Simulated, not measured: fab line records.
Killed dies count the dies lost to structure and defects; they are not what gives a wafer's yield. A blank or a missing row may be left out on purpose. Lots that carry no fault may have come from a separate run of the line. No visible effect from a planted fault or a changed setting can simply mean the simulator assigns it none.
Which tool did it? :: flow nand-harc :: 13 lots, 39 wafers sampled, at 5 steps of a route of 1302

WHAT THE GAUGES SHOWED, per wafer
NHARC_END_SORT_01. Usual: defect-limited-yield 91 %, standard deviation 3.1; killed-at-array 57, standard deviation 20; killed-at-other 1.0, standard deviation 1.5; killed-at-periphery 3.5, standard deviation 2.5; killed-dies 62, standard deviation 21; killed-open 3.5, standard deviation 1.9; killed-short 2.4, standard deviation 1.6.
lot: L781
measured: day 24 23:26
on: prober-02
defect-limited-yield (%): 85 88 85
killed-at-array: 100 77 100
killed-at-other: 0 0 2
killed-at-periphery: 1 1 1
killed-dies: 101 78 103
killed-open: 2 0 5
killed-short: 2 4 3
flag: 

lot: L784
measured: day 26 06:40
on: prober-01
defect-limited-yield (%): 92 92 95
killed-at-array: 53 49 33
killed-at-other: 0 0 0
killed-at-periphery: 3 2 2
killed-dies: 56 51 35
killed-open: 2 6 1
killed-short: 3 0 1
flag: 

lot: L789
measured: day 28 14:28
on: prober-02
defect-limited-yield (%): 87 86 88
killed-at-array: 82 92 75
killed-at-other: 3 5 6
killed-at-periphery: 4 0 3
killed-dies: 89 97 84
killed-open: 2 1 1
killed-short: 4 3 1
flag: 

lot: L790
measured: day 28 19:05
on: prober-01
defect-limited-yield (%): 94 92 93
killed-at-array: 39 52 45
killed-at-other: 2 0 1
killed-at-periphery: 3 2 4
killed-dies: 44 54 50
killed-open: 4 3 6
killed-short: 2 1 3
flag: 

lot: L799
measured: day 33 04:50
on: prober-01
defect-limited-yield (%): 94 94 95
killed-at-array: 33 35 28
killed-at-other: 2 1 0
killed-at-periphery: 4 2 5
killed-dies: 39 38 33
killed-open: 5 3 2
killed-short: 3 3 1
flag: 

lot: L802
measured: day 34 01:32
on: prober-01
defect-limited-yield (%): 92 94 92
killed-at-array: 47 41 51
killed-at-other: 1 2 2
killed-at-periphery: 8 1 2
killed-dies: 56 44 55
killed-open: 1 4 6
killed-short: 3 2 2
flag: 

WHICH TOOL RAN EACH LOT (tool, then ch and the chambers of the sampled wafers, then the start)
lot: L780
NHARC_A_M0_STRIP_18: rie-diel-05 ch 0,2,3, day 22 10:50
NHARC_A_M0_PVD_20: pvd-sputter-02, day 22 12:43 or earlier
NHARC_A_M0_CMP_23: cmp-02 ch 0,1,2, day 22 12:43
NHARC_A_M1_DEVELOP_08: litho-track-06 ch 0, day 22 14:00

lot: L782
NHARC_A_M0_STRIP_18: rie-diel-05 ch 0,3, day 23 08:41
NHARC_A_M0_PVD_20: pvd-sputter-02, day 23 10:22 or earlier
NHARC_A_M0_CMP_23: cmp-01 ch 1,2,3, day 23 10:22
NHARC_A_M1_DEVELOP_08: litho-track-01 ch 0, day 23 11:00

lot: L781
NHARC_A_M0_STRIP_18: rie-diel-03 ch 0,1,2, day 23 09:00
NHARC_A_M0_PVD_20: pvd-sputter-03, day 23 10:39 or earlier
NHARC_A_M0_CMP_23: cmp-03 ch 0,2,3, day 23 10:39
NHARC_A_M1_DEVELOP_08: litho-track-04 ch 0, day 23 12:00

lot: L784
NHARC_A_M0_STRIP_18: rie-diel-05 ch 0,1, day 24 09:58
NHARC_A_M0_PVD_20: pvd-sputter-01, day 24 11:41 or earlier
NHARC_A_M0_CMP_23: cmp-03 ch 1,2,3, day 24 11:41
NHARC_A_M1_DEVELOP_08: litho-track-06 ch 0, day 24 13:00

lot: L785
NHARC_A_M0_STRIP_18: rie-diel-11 ch 1,2, day 25 10:57
NHARC_A_M0_PVD_20: pvd-sputter-03, day 25 12:38 or earlier
NHARC_A_M0_CMP_23: cmp-02 ch 1,2, day 25 12:38
NHARC_A_M1_DEVELOP_08: litho-track-01 ch 0, day 25 14:00

lot: L786
NHARC_A_M0_STRIP_18: rie-diel-11 ch 1,2,3, day 25 19:37
NHARC_A_M0_PVD_20: pvd-sputter-02, day 25 21:19 or earlier
NHARC_A_M0_CMP_23: cmp-01 ch 0,1,3, day 25 21:19
NHARC_A_M1_DEVELOP_08: litho-track-06 ch 0, day 25 23:00

lot: L789
NHARC_A_M0_STRIP_18: rie-diel-03 ch 1,2,3, day 26 23:59
NHARC_A_M0_PVD_20: pvd-sputter-01, day 27 01:35 or earlier
NHARC_A_M0_CMP_23: cmp-02 ch 2,3, day 27 01:35
NHARC_A_M1_DEVELOP_08: litho-track-01 ch 0, day 27 03:00

lot: L790
NHARC_A_M0_STRIP_18: rie-diel-11 ch 0,2,3, day 27 05:04
NHARC_A_M0_PVD_20: pvd-sputter-02, day 27 06:38 or earlier
NHARC_A_M0_CMP_23: cmp-02 ch 1,2, day 27 06:38
NHARC_A_M1_DEVELOP_08: litho-track-01 ch 0, day 27 08:00

lot: L798
NHARC_A_M0_STRIP_18: rie-diel-03 ch 1,2,3, day 30 18:23
NHARC_A_M0_PVD_20: pvd-sputter-01, day 30 20:02 or earlier
NHARC_A_M0_CMP_23: cmp-03 ch 0,2,3, day 30 20:02
NHARC_A_M1_DEVELOP_08: litho-track-06 ch 0, day 30 21:00

lot: L799
NHARC_A_M0_STRIP_18: rie-diel-03 ch 1,2, day 30 22:55
NHARC_A_M0_PVD_20: pvd-sputter-02, day 31 00:33 or earlier
NHARC_A_M0_CMP_23: cmp-03 ch 0,1,3, day 31 00:33
NHARC_A_M1_DEVELOP_08: litho-track-06 ch 0, day 31 02:00

lot: L800
NHARC_A_M0_STRIP_18: rie-diel-03 ch 0,2,3, day 30 23:28
NHARC_A_M0_PVD_20: pvd-sputter-03, day 31 01:06 or earlier
NHARC_A_M0_CMP_23: cmp-03 ch 0,1,3, day 31 01:06
NHARC_A_M1_DEVELOP_08: litho-track-01 ch 0, day 31 02:00

lot: L803
NHARC_A_M0_STRIP_18: rie-diel-03 ch 0,2, day 32 09:23
NHARC_A_M0_PVD_20: pvd-sputter-02, day 32 11:00 or earlier
NHARC_A_M0_CMP_23: cmp-03 ch 1,3, day 32 11:00
NHARC_A_M1_DEVELOP_08: litho-track-01 ch 0, day 32 12:00

lot: L802
NHARC_A_M0_STRIP_18: rie-diel-05 ch 0,1,2, day 32 10:59
NHARC_A_M0_PVD_20: pvd-sputter-03, day 32 12:42 or earlier
NHARC_A_M0_CMP_23: cmp-01 ch 0,2, day 32 12:42
NHARC_A_M1_DEVELOP_08: litho-track-04 ch 0, day 32 14:00
- NHARC_A_M0_STRIP_18: strips in N2/H2.
- NHARC_A_M0_PVD_20: deposits TaN, target thk 5 nm, time 8.06 s.
- NHARC_A_M0_CMP_23: polishes, t overpolish 20 s, target thk 113.75 nm.
- NHARC_A_M1_DEVELOP_08: develop time 35 s.

AS READ BY THE TOOLS THEMSELVES (means over the sampled wafers that have a number; for cases with no such wafer, the mark the record gives instead)
NHARC_A_M0_STRIP_18. Usual: drypump-motor-current-A 5.7 A, standard deviation 0.4; n2-flow-sccm 150.0 sccm, standard deviation 0.48; oes-product-au 0.996 a.u., standard deviation 0.0089; rf-vpp-V 90.7 V, standard deviation 0.96; showerhead-plenum-p-Torr 2.05 Torr, standard deviation 0.084; throttle-valve-pct 14.172 %, standard deviation 0.0096.
lot: L780
tool: rie-diel-05
drypump-motor-current-A (A): 5.7
n2-flow-sccm (sccm): 150.6
oes-product-au (a.u.): 0.988
rf-vpp-V (V): 91.2
showerhead-plenum-p-Torr (Torr): 2.08
throttle-valve-pct (%): 14.176
flag: 

lot: L782
tool: rie-diel-05
drypump-motor-current-A (A): 5.5
n2-flow-sccm (sccm): 150.2
oes-product-au (a.u.): 0.990
rf-vpp-V (V): 91.9
showerhead-plenum-p-Torr (Torr): 2.15
throttle-valve-pct (%): 14.172
flag: 

lot: L781
tool: rie-diel-03
drypump-motor-current-A (A): 5.9
n2-flow-sccm (sccm): 149.6
oes-product-au (a.u.): 0.996
rf-vpp-V (V): 91.3
showerhead-plenum-p-Torr (Torr): 2.05
throttle-valve-pct (%): 14.172
flag: 

lot: L784
tool: rie-diel-05
drypump-motor-current-A (A): 5.3
n2-flow-sccm (sccm): 149.9
oes-product-au (a.u.): 0.993
rf-vpp-V (V): 91.2
showerhead-plenum-p-Torr (Torr): 2.15
throttle-valve-pct (%): 14.169
flag: 

lot: L785
tool: rie-diel-11
drypump-motor-current-A (A): 5.5
n2-flow-sccm (sccm): 150.0
oes-product-au (a.u.): 1.010
rf-vpp-V (V): 90.8
showerhead-plenum-p-Torr (Torr): 2.10
throttle-valve-pct (%): 14.167
flag: 

lot: L786
tool: rie-diel-11
drypump-motor-current-A (A): 5.6
n2-flow-sccm (sccm): 150.1
oes-product-au (a.u.): 1.005
rf-vpp-V (V): 90.6
showerhead-plenum-p-Torr (Torr): 2.02
throttle-valve-pct (%): 14.173
flag: 

lot: L789
tool: rie-diel-03
drypump-motor-current-A (A): 5.9
n2-flow-sccm (sccm): 150.1
oes-product-au (a.u.): 0.998
rf-vpp-V (V): 90.3
showerhead-plenum-p-Torr (Torr): 2.02
throttle-valve-pct (%): 14.176
flag: 

lot: L790
tool: rie-diel-11
drypump-motor-current-A (A): 5.7
n2-flow-sccm (sccm): 149.9
oes-product-au (a.u.): 0.991
rf-vpp-V (V): 90.7
showerhead-plenum-p-Torr (Torr): 1.97
throttle-valve-pct (%): 14.164
flag: 

lot: L798
tool: rie-diel-03
drypump-motor-current-A (A): 5.9
n2-flow-sccm (sccm): 150.2
oes-product-au (a.u.): 0.994
rf-vpp-V (V): 89.7
showerhead-plenum-p-Torr (Torr): 2.02
throttle-valve-pct (%): 14.177
flag: 

lot: L799
tool: rie-diel-03
drypump-motor-current-A (A): 6.2
n2-flow-sccm (sccm): 150.6
oes-product-au (a.u.): 0.994
rf-vpp-V (V): 91.0
showerhead-plenum-p-Torr (Torr): 1.98
throttle-valve-pct (%): 14.161
flag: 

lot: L800
tool: rie-diel-03
drypump-motor-current-A (A): 5.6
n2-flow-sccm (sccm): 149.8
oes-product-au (a.u.): 0.997
rf-vpp-V (V): 90.5
showerhead-plenum-p-Torr (Torr): 2.09
throttle-valve-pct (%): 14.173
flag: 

lot: L803
tool: rie-diel-03
drypump-motor-current-A (A): 5.6
n2-flow-sccm (sccm): 150.0
oes-product-au (a.u.): 0.996
rf-vpp-V (V): 91.5
showerhead-plenum-p-Torr (Torr): 2.11
throttle-valve-pct (%): 14.184
flag: 

lot: L802
tool: rie-diel-05
drypump-motor-current-A (A): 5.4
n2-flow-sccm (sccm): 150.2
oes-product-au (a.u.): 0.996
rf-vpp-V (V): 90.3
showerhead-plenum-p-Torr (Torr): 2.08
throttle-valve-pct (%): 14.170
flag: 

NHARC_A_M0_PVD_20. Usual: throttle-valve-pct 29.8 %, standard deviation 1.1.
lot: L780
tool: pvd-sputter-02
throttle-valve-pct (%): 29.8
flag: 

lot: L782
tool: pvd-sputter-02
throttle-valve-pct (%): 29.5
flag: 

lot: L781
tool: pvd-sputter-03
throttle-valve-pct (%): 29.7
flag: 

lot: L784
tool: pvd-sputter-01
throttle-valve-pct (%): 29.6
flag: 

lot: L785
tool: pvd-sputter-03
throttle-valve-pct (%): 29.7
flag: 

lot: L786
tool: pvd-sputter-02
throttle-valve-pct (%): 29.9
flag: 

lot: L789
tool: pvd-sputter-01
throttle-valve-pct (%): 31.5
flag: 

lot: L790
tool: pvd-sputter-02
throttle-valve-pct (%): 29.9
flag: 

lot: L798
tool: pvd-sputter-01
throttle-valve-pct (%): 29.5
flag: 

lot: L799
tool: pvd-sputter-02
throttle-valve-pct (%): 28.7
flag: 

lot: L800
tool: pvd-sputter-03
throttle-valve-pct (%): 28.9
flag: 

lot: L803
tool: pvd-sputter-02
throttle-valve-pct (%): 30.1
flag: 

lot: L802
tool: pvd-sputter-03
throttle-valve-pct (%): 29.7
flag: 

NHARC_A_M0_CMP_23. Usual: motor-current-A 12.2 A, standard deviation 1.2; time-to-endpoint-s 29.2 s, standard deviation 2.8.
lot: L780
tool: cmp-02
motor-current-A (A): 11.8
time-to-endpoint-s (s): 31.1
flag: 

lot: L782
tool: cmp-01
motor-current-A (A): 12.1
time-to-endpoint-s (s): 27.4
flag: 

lot: L781
tool: cmp-03
motor-current-A (A): 12.1
time-to-endpoint-s (s): 31.6
flag: 

lot: L784
tool: cmp-03
motor-current-A (A): 11.9
time-to-endpoint-s (s): 28.4
flag: 

lot: L785
tool: cmp-02
motor-current-A (A): 11.2
time-to-endpoint-s (s): 29.1
flag: 

lot: L786
tool: cmp-01
motor-current-A (A): 12.0
time-to-endpoint-s (s): 29.9
flag: 

lot: L789
tool: cmp-02
motor-current-A (A): 14.1
time-to-endpoint-s (s): 24.6
flag: 

lot: L790
tool: cmp-02
motor-current-A (A): 11.7
time-to-endpoint-s (s): 27.6
flag: 

lot: L798
tool: cmp-03
motor-current-A (A): 12.4
time-to-endpoint-s (s): 30.9
flag: 

lot: L799
tool: cmp-03
motor-current-A (A): 11.7
time-to-endpoint-s (s): 29.7
flag: 

lot: L800
tool: cmp-03
motor-current-A (A): 11.7
time-to-endpoint-s (s): 29.2
flag: 

lot: L803
tool: cmp-03
motor-current-A (A): 11.5
time-to-endpoint-s (s): 28.3
flag: 

lot: L802
tool: cmp-01
motor-current-A (A): 11.8
time-to-endpoint-s (s): 31.8
flag: 

NHARC_A_M1_DEVELOP_08. Usual: developer-temp-C 23.00 C, standard deviation 0.11.
lot: L780
tool: litho-track-06
developer-temp-C (C): 22.92
flag: 

lot: L782
tool: litho-track-01
developer-temp-C (C): 22.91
flag: 

lot: L781
tool: litho-track-04
developer-temp-C (C): 22.99
flag: 

lot: L784
tool: litho-track-06
developer-temp-C (C): 23.19
flag: 

lot: L785
tool: litho-track-01
developer-temp-C (C): 22.96
flag: 

lot: L786
tool: litho-track-06
developer-temp-C (C): 23.10
flag: 

lot: L789
tool: litho-track-01
developer-temp-C (C): 22.94
flag: 

lot: L790
tool: litho-track-01
developer-temp-C (C): 23.07
flag: 

lot: L798
tool: litho-track-06
developer-temp-C (C): 22.22
flag: OFF

lot: L799
tool: litho-track-06
developer-temp-C (C): 22.06
flag: OFF

lot: L800
tool: litho-track-01
developer-temp-C (C): 23.17
flag: 

lot: L803
tool: litho-track-01
developer-temp-C (C): 22.99
flag: 

lot: L802
tool: litho-track-04
developer-temp-C (C): 22.86
flag: 

THE ANSWER, worked out from the rows above alone
Rule: lot off if the mean of its wafers having a number is beyond 3 standard deviations from the usual mean. A lot without any number at a reading at which 4 lots or more have one is off too. Where the step has rows for the other lots, those lots are counted as sound. Order of review: gauges by route order, followed by the tools' own readings, for which a lot's mean as printed above is used. The first step at which some lot is off is used, and at that step the reading that is off furthest; a lot without a number counts as furthest.
Off, at NHARC_A_M1_DEVELOP_08 on developer-temp-C: L798, L799.
A tool fits if, at that step or a process step before it, it ran every lot that is off, and no sound lot after the first of them. With no start given for some of its lots, NHARC_A_M0_PVD_20 uses the hours and lot order of NHARC_A_M0_CMP_23. One candidate fits, namely litho-track-06 at NHARC_A_M1_DEVELOP_08. A fault onset in the window from L786 (day 25 23:00, its last sound lot) to L798 (day 30 21:00, its first lot off) fits.
The tool's own readings at NHARC_A_M1_DEVELOP_08 bear it out: on the lots that are off they differ by more than 5 times the standard deviation of the sound lots' means. developer-temp-C reads 22.14 C there against 23.01 C on the sound lots.

WHAT THE SIMULATOR PUT IN
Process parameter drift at NHARC_A_M1_DEVELOP_08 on litho-track-06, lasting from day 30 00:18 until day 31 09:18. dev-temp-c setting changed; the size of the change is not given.
Lots struck among those shown: L799, L798. This agrees with what the rule above found.
